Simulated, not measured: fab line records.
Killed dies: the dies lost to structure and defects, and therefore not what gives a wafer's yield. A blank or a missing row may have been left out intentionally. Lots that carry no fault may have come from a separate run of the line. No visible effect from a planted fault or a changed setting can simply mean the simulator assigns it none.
fab line records	flow nand_harc
[record] lots = 24	wafers = 72	last_day = 24
route steps=1159 shown A_CONTACT@947 A_BLC@993 A_M0@1025
lots that met no fault: from a run of the same line without faults
start_h: hours from the record's opening day to when the first of the lot's shown wafers began	wait_h: how many hours have passed since the lot's step before this one	" as in the row above	L1.1+2: a single row standing in for several wafers	- no value present, or no start provided	* or withheld: withheld	< > ~ a bound
route shown NAME@n: NAME is a module with steps in the file, n the number in the route of the first one	usual: mean/standard deviation taken from wafers without a fault	same: alike in all rows	chamber/n: place in a boat	sites: per-site readings	_std_site: their standard deviation	_edge_site: mean of outer sites minus mean of inner sites	radius_mm: how far each site lies from the wafer's centre	mask NAME#n: copy n	behind: the last tool/chamber to shape the wafer	hold: why the lot was held/for how many hours/how that ended	device: names the non-switching transistor (n, p or np)	end of line: the same wafers' tests at the end of the route	a step without rows: its recipe alone	killed: not the wafer's yield, but the dies lost to structure and defects at the first sort	map: a wafer's dies, x killed, . not, _ none there
set.NAME: the setting that was run; set.NAME@STEP: the one run at that earlier step	model.NAME: the simulator's own value behind a step, which no gauge read
the route's steps for a sample of lots (tables are steps, rows are wafers)
services: when a tool's chamber went out of use (start_h, in hours from the record's first day, below 0 if earlier), for how many hours, and the reason
[[steps]]
[step NHARC_A_CONTACT_ETCH_138]
[recipe] source_w = withheld	pressure_mtorr = 20	bias_v = 3000	time_s = 132	target_depth_a = 12890	ar_flow_sccm = withheld	c4f8_flow_sccm = withheld	o2_flow_sccm = withheld	chemistry = C4F8/O2/Ar
lot.wafer	tool	chamber	start_h	wait_h	rf_hours_counter_h
L074.4	har_cap_etch-01	1	377.38	0.1	-
L074.6	"	0	"	"	-
L074.5	"	1	"	"	-
L077.2	har_cap_etch-03	0	403.31	0.1	85
L077.1	"	1	"	"	85
L077.4	"	0	"	"	-
L076.3	har_cap_etch-01	1	403.80	0.1	-
L076.5	"	1	"	"	-
L076.6	"	0	"	"	-
L075.1	har_cap_etch-02	1	411.01	0.1	14
L075.5	"	0	"	"	-
L075.6	"	1	"	"	-
L079.1	har_cap_etch-03	0	422.21	0.1	88
L079.2	"	1	"	"	88
L079.6	"	1	"	"	-
L078.4	har_cap_etch-01	0	427.48	0.1	-
L078.6	"	0	"	"	-
L078.5	"	1	"	"	-
L081.2	har_cap_etch-02	1	431.72	0.1	17
L081.1	"	0	"	"	17
L081.4	"	0	"	"	-
L080.3	har_cap_etch-02	0	444.84	0.1	-
L080.6	"	0	"	"	-
L080.5	"	1	"	"	-
L082.4	har_cap_etch-02	1	453.05	0.1	-
L082.6	"	0	"	"	-
L082.5	"	1	"	"	-
L084.2	har_cap_etch-02	0	456.04	0.1	21
L084.1	"	1	"	"	21
L084.4	"	0	"	"	-
L083.4	har_cap_etch-03	0	459.88	0.1	-
L083.6	"	1	"	"	-
L083.5	"	0	"	"	-
L085.2	har_cap_etch-02	1	460.36	0.1	24
L085.4	"	0	"	"	-
L085.6	"	0	"	"	-
L087.1	har_cap_etch-03	0	464.12	0.1	100
L087.5	"	0	"	"	-
L087.6	"	1	"	"	-
L089.4	har_cap_etch-01	1	464.73	0.1	-
L089.5	"	1	"	"	-
L089.6	"	0	"	"	-
L090.1	har_cap_etch-02	1	474.15	0.1	26
L090.4	"	1	"	"	-
L090.5	"	1	"	"	-
L086.1	har_cap_etch-03	1	477.42	0.1	102
L086.3	"	1	"	"	-
L086.6	"	1	"	"	-
L091.1	har_cap_etch-01	1	477.84	0.1	79
L091.3	"	0	"	"	-
L091.4	"	1	"	"	-
L088.1	har_cap_etch-03	1	479.85	0.1	103
L088.3	"	1	"	"	-
L088.6	"	1	"	"	-
L092.2	har_cap_etch-01	1	493.14	0.1	81
L092.1	"	0	"	"	81
L092.5	"	1	"	"	-
L093.1	har_cap_etch-01	0	500.31	0.1	82
L093.3	"	1	"	"	-
L093.4	"	0	"	"	-
L096.1	har_cap_etch-02	1	510.66	0.1	31
L096.2	"	0	"	"	31
L096.6	"	1	"	"	-
L094.1	har_cap_etch-01	1	516.21	0.1	85
L094.2	"	0	"	"	85
L094.4	"	0	"	"	-
L095.4	har_cap_etch-01	0	520.78	0.1	-
L095.3	"	1	"	"	-
L095.6	"	1	"	"	-
L097.2	har_cap_etch-03	1	525.32	0.1	110
L097.1	"	0	"	"	110
L097.4	"	1	"	"	-
[step NHARC_A_CONTACT_ETCH_139]
[recipe] source_w = withheld	pressure_mtorr = 20	bias_v = 400	time_s = 137	target_depth_a = 5900	ar_flow_sccm = withheld	c4f8_flow_sccm = 11.5	o2_flow_sccm = 7.2	chemistry = C4F8/O2/Ar
lot.wafer	tool	chamber	start_h	wait_h	rf_hours_counter_h
L074.4	har_cap_etch-01	1	377.55	0.2	-
L074.6	"	0	"	"	-
L074.5	"	1	"	"	-
L077.2	har_cap_etch-03	0	403.44	0.1	85
L077.1	"	1	"	"	85
L077.4	"	0	"	"	-
L076.3	har_cap_etch-01	1	403.96	0.1	-
L076.5	"	1	"	"	-
L076.6	"	0	"	"	-
L075.1	har_cap_etch-02	1	411.15	0.1	14
L075.5	"	0	"	"	-
L075.6	"	1	"	"	-
L079.1	har_cap_etch-03	0	422.33	0.1	89
L079.2	"	1	"	"	89
L079.6	"	1	"	"	-
L078.4	har_cap_etch-01	0	427.63	0.1	-
L078.6	"	0	"	"	-
L078.5	"	1	"	"	-
L081.2	har_cap_etch-02	1	431.84	0.1	17
L081.1	"	0	"	"	17
L081.4	"	0	"	"	-
L080.3	har_cap_etch-02	0	445.00	0.1	-
L080.6	"	0	"	"	-
L080.5	"	1	"	"	-
L082.4	har_cap_etch-02	1	453.22	0.2	-
L082.6	"	0	"	"	-
L082.5	"	1	"	"	-
L084.2	har_cap_etch-02	0	456.16	0.1	22
L084.1	"	1	"	"	22
L084.4	"	0	"	"	-
L083.4	har_cap_etch-03	0	460.06	0.2	-
L083.6	"	1	"	"	-
L083.5	"	0	"	"	-
L085.2	har_cap_etch-02	1	460.50	0.1	24
L085.4	"	0	"	"	-
L085.6	"	0	"	"	-
L087.1	har_cap_etch-03	0	464.24	0.1	100
L087.5	"	0	"	"	-
L087.6	"	1	"	"	-
L089.4	har_cap_etch-01	1	464.88	0.1	-
L089.5	"	1	"	"	-
L089.6	"	0	"	"	-
L090.1	har_cap_etch-02	1	474.29	0.1	26
L090.4	"	1	"	"	-
L090.5	"	1	"	"	-
L086.1	har_cap_etch-03	1	477.59	0.1	102
L086.3	"	1	"	"	-
L086.6	"	1	"	"	-
L091.1	har_cap_etch-01	1	477.98	0.1	80
L091.3	"	0	"	"	-
L091.4	"	1	"	"	-
L088.1	har_cap_etch-03	1	480.02	0.1	103
L088.3	"	1	"	"	-
L088.6	"	1	"	"	-
L092.2	har_cap_etch-01	1	493.26	0.1	81
L092.1	"	0	"	"	81
L092.5	"	1	"	"	-
L093.1	har_cap_etch-01	0	500.45	0.1	82
L093.3	"	1	"	"	-
L093.4	"	0	"	"	-
L096.1	har_cap_etch-02	1	510.82	0.1	31
L096.2	"	0	"	"	31
L096.6	"	1	"	"	-
L094.1	har_cap_etch-01	1	516.33	0.1	85
L094.2	"	0	"	"	85
L094.4	"	0	"	"	-
L095.4	har_cap_etch-01	0	520.94	0.1	-
L095.3	"	1	"	"	-
L095.6	"	1	"	"	-
L097.2	har_cap_etch-03	1	525.45	0.1	110
L097.1	"	0	"	"	110
L097.4	"	1	"	"	-
[step NHARC_A_CONTACT_ETCH_110]
[recipe] target_depth_a = 500	overetch_a = 50	time_s = 27.5	ion_energy_ev = 100	cf4_flow_sccm = 80	o2_flow_sccm = 20	ar_flow_sccm = 0	rf_w = 300	bias_w = 100	chemistry = CF4/O2
[usual] drypump_motor_current_A = 5.9/0.35	oes_product_au = 1.003/0.0096	rf_fwd_power_W = 294.4/2	rf_vpp_V = 198.0/1.3	showerhead_plenum_p_Torr = 1.35/0.051	throttle_valve_pct = 13.397/0.0089
lot.wafer	tool	chamber	start_h	wait_h	drypump_motor_current_A	oes_product_au	rf_fwd_power_W	rf_hours_counter_h	rf_vpp_V	showerhead_plenum_p_Torr	throttle_valve_pct
L074.4	rie_diel-06	3	378.58	0.1	6.0	0.998	293.9	-	200.4	1.39	13.400
L074.6	"	0	"	"	6.5	0.980	295.2	-	197.5	1.31	13.390
L074.5	"	1	"	"	6.0	0.999	295.7	-	199.5	1.43	13.414
L077.2	rie_diel-06	3	404.35	0.1	6.0	1.008	293.0	54	198.6	1.39	13.380
L077.4	"	0	"	"	6.5	0.990	293.2	55	197.8	1.31	13.409
L077.1	"	1	"	"	6.0	1.013	295.4	57	199.6	1.43	13.398
L076.3	rie_diel-07	3	404.80	0.1	6.2	1.019	293.3	32	197.2	1.27	13.409
L076.5	"	3	"	"	6.2	1.020	293.4	-	195.6	1.27	13.387
L076.6	"	0	"	"	5.6	1.009	297.6	-	198.6	1.36	13.407
L075.1	rie_diel-06	3	412.11	0.1	6.0	1.006	293.2	55	199.1	1.39	13.398
L075.5	"	2	"	"	5.5	1.026	296.6	-	198.3	1.35	13.394
L075.6	"	3	"	"	6.0	1.008	292.6	-	198.6	1.39	13.394
L079.2	rie_diel-02	2	423.27	0.1	5.2	0.987	293.9	27	196.9	1.31	13.401
L079.1	"	0	"	"	6.1	0.995	296.0	33	197.3	1.27	13.410
L079.6	"	2	"	"	5.2	0.996	293.0	-	197.4	1.31	13.397
L078.4	rie_diel-07	1	428.48	0.1	5.9	1.005	294.5	4	198.6	1.40	13.410
L078.6	"	0	"	"	5.6	1.004	298.3	-	198.7	1.36	13.409
L078.5	"	1	"	"	5.9	0.997	293.6	-	199.7	1.40	13.384
L081.4	rie_diel-06	1	432.86	0.1	6.0	1.015	293.9	2	199.6	1.43	13.397
L081.1	"	3	"	"	6.0	1.007	293.1	3	199.3	1.39	13.394
L081.2	"	0	"	"	6.4	0.989	292.7	2	198.9	1.31	13.380
L080.3	rie_diel-06	0	446.02	0.1	6.5	0.987	292.0	6	196.2	1.30	13.393
L080.6	"	2	"	"	5.5	1.013	298.3	-	197.7	1.35	13.398
L080.5	"	3	"	"	6.0	1.007	293.0	-	199.0	1.38	13.382
L082.4	rie_diel-06	0	454.62	0.3	6.4	0.979	291.3	12	196.1	1.30	13.406
L082.6	"	0	"	"	6.5	0.993	292.7	-	195.8	1.30	13.387
L082.5	"	1	"	"	6.0	1.003	294.7	-	200.2	1.43	13.395
L084.2	rie_diel-02	2	457.20	0.1	5.2	1.000	292.8	46	196.8	1.30	13.402
L084.4	"	3	"	"	6.3	1.003	292.1	45	197.2	1.33	13.398
L084.1	"	0	"	"	6.1	0.996	297.0	50	195.9	1.26	13.398
L083.4	rie_diel-02	3	461.15	0.1	6.3	1.003	292.6	46	198.1	1.33	13.387
L083.5	"	2	"	"	5.2	0.998	291.9	-	196.9	1.30	13.384
L083.6	"	3	"	"	6.3	1.009	292.6	-	197.4	1.33	13.390
L085.2	rie_diel-06	1	461.63	0.3	6.0	1.000	295.3	14	198.7	1.43	13.399
L085.4	"	3	"	"	6.0	1.010	294.9	17	197.7	1.38	13.401
L085.6	"	1	"	"	6.1	1.001	295.3	-	197.6	1.43	13.385
L087.1	rie_diel-06	1	465.23	0.1	6.0	1.004	296.1	15	199.4	1.43	13.408
L087.5	"	3	"	"	6.0	1.000	292.5	-	197.9	1.38	13.402
L087.6	"	0	"	"	6.4	0.989	292.7	-	198.3	1.30	13.393
L089.4	rie_diel-07	1	465.78	0.1	5.9	1.011	293.6	13	197.9	1.40	13.386
L089.6	"	0	"	"	5.7	0.997	297.5	-	198.4	1.36	13.393
L089.5	"	1	"	"	5.9	1.013	294.5	-	199.4	1.39	13.371
L090.4	rie_diel-06	3	475.18	0.1	6.0	0.994	293.2	20	200.7	1.38	13.403
L090.1	"	1	"	"	6.0	1.004	295.1	18	198.9	1.43	13.396
L090.5	"	3	"	"	6.0	1.005	293.5	-	198.4	1.38	13.407
L086.1	rie_diel-02	3	478.95	0.3	6.3	1.013	293.4	50	198.5	1.33	13.405
L086.3	"	0	"	"	6.1	0.990	298.2	56	196.4	1.26	13.398
L086.6	"	3	"	"	6.3	1.003	292.6	-	198.5	1.33	13.398
L091.3	rie_diel-07	2	479.14	0.1	6.2	1.008	292.8	15	197.0	1.37	13.386
L091.1	"	3	"	"	6.2	1.029	293.6	14	196.1	1.26	13.396
L091.4	"	0	"	"	5.6	1.008	298.5	14	199.5	1.36	13.408
L088.3	rie_diel-06	3	481.13	0.1	6.0	1.006	292.0	24	197.9	1.38	13.407
L088.1	"	0	"	"	6.5	0.983	292.8	22	196.3	1.30	13.392
L088.6	"	1	"	"	6.0	1.012	296.1	-	198.7	1.43	13.380
L092.2	rie_diel-02	1	494.24	0.1	5.4	0.990	292.5	59	197.8	1.28	13.401
L092.1	"	3	"	"	6.3	1.013	292.2	58	197.9	1.33	13.406
L092.5	"	1	"	"	5.4	0.999	293.2	-	196.4	1.28	13.398
L093.3	rie_diel-07	3	501.33	0.1	6.2	1.010	293.7	17	198.3	1.26	13.413
L093.1	"	1	"	"	5.9	1.010	293.7	18	197.9	1.39	13.397
L093.4	"	2	"	"	6.2	1.006	292.4	18	197.9	1.37	13.411
L096.1	rie_diel-06	2	512.28	0.1	5.5	1.014	297.0	31	197.2	1.34	13.409
L096.2	"	3	"	"	6.0	1.000	294.8	34	197.6	1.38	13.396
L096.6	"	1	"	"	6.0	1.000	297.2	-	200.1	1.43	13.392
L094.4	rie_diel-07	1	517.26	0.1	5.9	1.014	293.2	21	199.6	1.39	13.414
L094.1	"	2	"	"	6.2	0.997	294.3	21	198.0	1.37	13.405
L094.2	"	3	"	"	6.2	1.008	294.8	19	195.9	1.26	13.401
L095.4	rie_diel-07	2	521.79	0.1	6.2	0.997	292.1	22	199.3	1.37	13.403
L095.3	"	3	"	"	6.2	1.017	295.4	20	196.8	1.26	13.403
L095.6	"	2	"	"	6.2	1.005	291.4	-	199.7	1.37	13.404
L097.2	rie_diel-07	2	526.36	0.1	6.2	1.001	290.8	22	197.0	1.37	13.396
L097.4	"	3	"	"	6.2	1.027	294.4	20	195.6	1.26	13.397
L097.1	"	0	"	"	5.6	1.012	297.8	20	197.8	1.36	13.400
[step NHARC_A_CONTACT_CVD_19]
[recipe] target_thk_a = 3000	temp_c = 300	pressure_torr = 40	wf6_flow_sccm = 40	h2_flow_sccm = 1600	ar_flow_sccm = 1560	time_s = 802	material = W
[usual] heater_power_w = 466/75	throttle_valve_pct = 7.9/0.37
lot.wafer	tool	chamber	start_h	wait_h	heater_power_w	throttle_valve_pct
L074.4	cvd_w-01	1	-	-	443	7.4
L074.5	"	1	"	"	444	7.5
L074.6	"	1	"	"	439	7.4
L077.2	cvd_w-02	0	-	-	393	8.3
L077.1	"	1	"	"	451	7.8
L077.4	"	0	"	"	392	8.2
L076.3	cvd_w-01	0	-	-	600	8.3
L076.5	"	0	"	"	580	8.1
L076.6	"	1	"	"	442	7.3
L075.1	cvd_w-01	1	-	-	453	7.3
L075.6	"	1	"	"	451	7.9
L075.5	"	0	"	"	576	8.2
L079.1	cvd_w-01	0	-	-	577	8.1
L079.2	"	1	"	"	445	7.7
L079.6	"	0	"	"	584	8.2
L078.4	cvd_w-02	1	-	-	433	7.5
L078.6	"	0	"	"	382	8.4
L078.5	"	1	"	"	442	7.3
L081.1	cvd_w-02	0	-	-	379	8.3
L081.2	"	1	"	"	445	7.7
L081.4	"	1	"	"	437	7.7
L080.3	cvd_w-01	0	-	-	591	8.4
L080.6	"	0	"	"	584	8.3
L080.5	"	1	"	"	456	7.5
L082.4	cvd_w-02	0	-	-	391	8.5
L082.6	"	0	"	"	389	8.2
L082.5	"	1	"	"	435	7.7
L084.1	cvd_w-02	0	-	-	389	8.4
L084.2	"	1	"	"	443	7.7
L084.4	"	0	"	"	397	8.5
L083.4	cvd_w-02	1	-	-	447	7.4
L083.5	"	0	"	"	382	8.2
L083.6	"	1	"	"	443	7.6
L085.2	cvd_w-01	0	-	-	576	8.1
L085.4	"	0	"	"	575	8.0
L085.6	"	1	"	"	452	7.6
L087.1	cvd_w-01	0	-	-	589	8.2
L087.5	"	1	"	"	442	7.6
L087.6	"	0	"	"	590	8.5
L089.4	cvd_w-01	1	-	-	444	7.6
L089.6	"	1	"	"	442	7.6
L089.5	"	0	"	"	578	8.0
L090.1	cvd_w-02	1	-	-	446	7.7
L090.4	"	1	"	"	454	7.6
L090.5	"	0	"	"	393	8.3
L091.1	cvd_w-02	1	-	-	456	7.7
L091.4	"	1	"	"	446	7.8
L091.3	"	0	"	"	384	8.3
L086.1	cvd_w-02	0	-	-	384	8.5
L086.3	"	1	"	"	449	7.7
L086.6	"	1	"	"	442	7.9
L088.1	cvd_w-02	0	-	-	386	8.4
L088.3	"	1	"	"	448	7.6
L088.6	"	0	"	"	398	8.3
L092.2	cvd_w-01	0	-	-	593	8.3
L092.1	"	1	"	"	446	7.2
L092.5	"	1	"	"	439	7.8
L093.1	cvd_w-01	0	-	-	598	8.3
L093.4	"	0	"	"	600	8.4
L093.3	"	1	"	"	434	7.7
L096.1	cvd_w-01	1	-	-	432	7.8
L096.2	"	0	"	"	596	8.6
L096.6	"	0	"	"	571	8.4
L094.2	cvd_w-02	1	-	-	428	7.7
L094.1	"	0	"	"	383	8.3
L094.4	"	0	"	"	391	8.2
L095.3	cvd_w-01	1	-	-	428	7.8
L095.4	"	0	"	"	605	8.3
L095.6	"	1	"	"	443	7.9
L097.1	cvd_w-01	1	-	-	432	7.8
L097.2	"	0	"	"	599	8.2
L097.4	"	1	"	"	450	7.4
[step NHARC_A_BLC_INSPECT_28]
[usual] raw_defect_count = 463/120
lot.wafer	tool	chamber	start_h	wait_h	raw_defect_count
L074.4	defect_inspect-02	-	414.69	0.1	550
L074.5	"	-	"	"	411
L074.6	"	-	"	"	467
L077.1	defect_inspect-01	-	422.48	0.1	473
L077.2	"	-	"	"	428
L077.4	"	-	"	"	454
L076.3	defect_inspect-01	-	422.91	0.1	488
L076.5	"	-	"	"	420
L076.6	"	-	"	"	521
L075.1	defect_inspect-02	-	427.76	0.1	316
L075.5	"	-	"	"	562
L075.6	"	-	"	"	629
L079.1	defect_inspect-01	-	438.58	0.1	579
L079.2	"	-	"	"	736
L079.6	"	-	"	"	698
L078.4	defect_inspect-01	-	443.86	0.1	327
L078.5	"	-	"	"	460
L078.6	"	-	"	"	323
L081.1	defect_inspect-02	-	444.30	0.1	441
L081.2	"	-	"	"	359
L081.4	"	-	"	"	471
L080.3	defect_inspect-01	-	457.27	0.1	260
L080.5	"	-	"	"	360
L080.6	"	-	"	"	586
L082.4	defect_inspect-02	-	462.42	0.1	253
L082.5	"	-	"	"	400
L082.6	"	-	"	"	355
L084.1	defect_inspect-01	-	465.98	0.1	293
L084.2	"	-	"	"	500
L084.4	"	-	"	"	334
L083.4	defect_inspect-02	-	468.55	0.1	402
L083.5	"	-	"	"	430
L083.6	"	-	"	"	418
L085.2	defect_inspect-02	-	468.98	0.1	527
L085.4	"	-	"	"	381
L085.6	"	-	"	"	547
L087.1	defect_inspect-02	-	471.67	0.1	679
L087.5	"	-	"	"	435
L087.6	"	-	"	"	659
L089.4	defect_inspect-01	-	472.83	0.1	411
L089.5	"	-	"	"	605
L089.6	"	-	"	"	664
L090.1	defect_inspect-02	-	494.47	0.1	346
L090.4	"	-	"	"	388
L090.5	"	-	"	"	370
L091.1	defect_inspect-02	-	499.74	0.1	538
L091.3	"	-	"	"	424
L091.4	"	-	"	"	828
L086.1	defect_inspect-01	-	504.37	0.1	327
L086.3	"	-	"	"	394
L086.6	"	-	"	"	386
L088.1	defect_inspect-02	-	504.42	0.1	402
L088.3	"	-	"	"	347
L088.6	"	-	"	"	400
L092.1	defect_inspect-01	-	505.37	0.1	511
L092.2	"	-	"	"	456
L092.5	"	-	"	"	454
L093.1	defect_inspect-01	-	509.54	0.1	540
L093.3	"	-	"	"	586
L093.4	"	-	"	"	571
L096.1	defect_inspect-01	-	520.51	0.1	505
L096.2	"	-	"	"	475
L096.6	"	-	"	"	358
L094.1	defect_inspect-01	-	525.69	0.1	533
L094.2	"	-	"	"	545
L094.4	"	-	"	"	394
L095.3	defect_inspect-02	-	533.42	0.1	944
L095.4	"	-	"	"	485
L095.6	"	-	"	"	767
L097.1	defect_inspect-01	-	534.61	0.1	460
L097.2	"	-	"	"	562
L097.4	"	-	"	"	391
[step NHARC_A_M0_DEP_32]
[recipe] target_thk_a = 300	temp_c = 370	target_thk_nm = 30	pressure_torr = 3	flow_sccm = 200	rf_w = 450	material = SiCN
[usual] heater_power_w = 574/64	rf_fwd_power_W = 448.9/1.4
lot.wafer	tool	chamber	start_h	wait_h	heater_power_w	rf_fwd_power_W
L074.4	pecvd-04	2	418.70	0.2	509	449.0
L074.5	"	0	"	"	629	448.3
L074.6	"	1	"	"	640	449.6
L077.2	pecvd-03	1	426.11	0.1	578	448.2
L077.1	"	2	"	"	684	448.7
L077.4	"	2	"	"	660	448.3
L076.3	pecvd-04	0	426.98	0.1	679	447.3
L076.6	"	0	"	"	692	445.7
L076.5	"	1	"	"	656	449.4
L075.1	pecvd-01	2	431.66	0.1	600	447.1
L075.5	"	1	"	"	497	448.6
L075.6	"	0	"	"	541	448.7
L079.2	pecvd-03	1	442.33	0.1	599	447.3
L079.1	"	2	"	"	592	450.5
L079.6	"	1	"	"	479	448.0
L078.4	pecvd-04	1	447.78	0.2	661	450.3
L078.6	"	2	"	"	473	448.6
L078.5	"	0	"	"	627	451.0
L081.1	pecvd-01	1	447.97	0.1	548	448.6
L081.2	"	0	"	"	558	448.6
L081.4	"	0	"	"	558	447.0
L080.3	pecvd-03	0	461.49	0.1	493	448.6
L080.5	"	0	"	"	476	449.9
L080.6	"	1	"	"	543	450.4
L082.5	pecvd-01	1	466.21	0.2	552	448.7
L082.4	"	2	"	"	577	450.5
L082.6	"	0	"	"	509	449.6
L084.1	pecvd-04	0	469.57	0.1	577	449.0
L084.2	"	2	"	"	570	446.7
L084.4	"	1	"	"	550	449.7
L083.4	pecvd-04	0	472.57	0.2	666	445.1
L083.6	"	1	"	"	664	449.4
L083.5	"	2	"	"	555	450.5
L085.2	pecvd-01	0	472.90	0.1	457	446.6
L085.4	"	2	"	"	482	449.2
L085.6	"	0	"	"	453	445.4
L087.1	pecvd-01	1	475.29	0.1	486	450.3
L087.6	"	2	"	"	588	448.8
L087.5	"	0	"	"	534	449.0
L089.6	pecvd-01	1	477.51	0.2	470	451.3
L089.4	"	2	"	"	596	447.4
L089.5	"	0	"	"	515	449.3
L090.1	pecvd-01	2	498.49	0.1	526	450.1
L090.4	"	0	"	"	529	451.2
L090.5	"	1	"	"	555	448.3
L091.3	pecvd-01	0	503.52	0.1	551	450.3
L091.1	"	2	"	"	565	451.9
L091.4	"	1	"	"	539	451.4
L086.3	pecvd-03	2	507.96	0.1	710	450.6
L086.1	"	1	"	"	575	450.4
L086.6	"	2	"	"	705	449.4
L088.3	pecvd-01	2	508.55	0.1	590	450.0
L088.1	"	0	"	"	448	448.1
L088.6	"	2	"	"	580	447.0
L092.1	pecvd-04	0	509.27	0.1	655	449.2
L092.2	"	2	"	"	520	447.0
L092.5	"	1	"	"	611	447.0
L093.3	pecvd-03	1	513.91	0.1	565	450.1
L093.1	"	0	"	"	585	447.3
L093.4	"	2	"	"	625	450.0
L096.1	pecvd-03	2	524.37	0.1	647	446.3
L096.2	"	0	"	"	624	447.7
L096.6	"	2	"	"	642	445.9
L094.2	pecvd-03	2	529.99	0.1	744	447.0
L094.1	"	0	"	"	592	447.8
L094.4	"	0	"	"	598	448.5
L095.3	pecvd-03	1	537.52	0.1	555	447.2
L095.6	"	0	"	"	652	447.5
L095.4	"	2	"	"	655	448.9
L097.2	pecvd-03	2	538.45	0.1	678	449.3
L097.1	"	0	"	"	572	446.5
L097.4	"	2	"	"	679	450.8
[[services]]
tool	chamber	start_h	hours	kind
cvd_w-01	0	364.75	28.1	repair
cvd_w-02	0	367.51	11.3	repair
pecvd-04	-	377.58	13.0	pm
cvd_w-02	-	387.15	13.0	pm
rie_diel-06	-	390.24	1.4	repair
har_cap_etch-01	-	394.75	0.2	repair
pecvd-01	-	395.62	1.7	repair
pecvd-04	-	397.49	0.5	repair
cvd_w-01	0	398.64	3.3	repair
rie_diel-07	-	405.20	9.0	pm
pecvd-01	-	418.19	13.0	pm
rie_diel-06	-	418.43	9.0	pm
rie_diel-02	3	427.16	5.2	repair
pecvd-03	2	428.21	7.2	repair
rie_diel-07	0	439.06	1.8	repair
rie_diel-06	2	464.28	9.1	repair
pecvd-03	-	466.14	0.5	repair
pecvd-03	-	471.80	0.6	repair
pecvd-03	-	473.16	13.0	pm
cvd_w-01	-	478.24	13.0	pm
rie_diel-07	2	495.11	1.8	repair
pecvd-03	-	501.83	3.1	repair
har_cap_etch-03	-	506.98	0.5	repair
pecvd-01	-	510.47	7.5	repair
[[key]]
fault none
